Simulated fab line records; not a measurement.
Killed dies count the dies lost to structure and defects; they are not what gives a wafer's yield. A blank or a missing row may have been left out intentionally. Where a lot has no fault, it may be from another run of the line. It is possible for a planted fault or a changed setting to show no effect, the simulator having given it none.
Matching of chambers	flow n5Finfet	rieDiel-06 running N5_BEOL_M6_ETCH_66: 4 sister chambers
The step etches SOC in N2/H2, target depth 80 nm, overetch 16 nm, time 120 s. 4 wafers are shown with their chamber, then 9 later ones without.

== WAFERS, EACH WITH ITS CHAMBER ==
wafer	chamber	drypumpMotorCurrentA (A)
L084.4	1	6.5
L086.1	3	4.8
L086.2	2	5.4
L086.3	0	5.3

== WAFERS WITHOUT THEIR CHAMBER ==
wafer	drypumpMotorCurrentA (A)
L087.1	5.3
L087.2	5.5
L087.4	6.5
L091.2	6.5
L091.3	5.3
L091.4	4.8
L097.1	4.8
L097.4	5.4
L097.5	4.8

== WHICH CHAMBER EACH WENT THROUGH ==
wafer	from the rows above	in truth
L087.1	0	0
L087.2	2	2
L087.4	1	1
L091.2	1	1
L091.3	0	0
L091.4	3	3
L097.1	3	3
L097.4	2	2
L097.5	3	3
9 of 9 placed correctly. From these rows, 0 cannot be placed. 0 placed wrongly.
How it was worked out, from the rows above alone: a wafer's distance from a chamber is the root of the sum, over the readings, of the square of ((its reading less the chamber's mean) divided by the reading's scatter). The wafer belongs to the nearest chamber; if the next one is less than 2 further off, it can't be placed. The mean given for a chamber averages the wafers shown for that chamber. The scatter (one wafer shown for each chamber): square how far every hidden wafer sits from the nearest shown wafer, average those squares and take the square root.
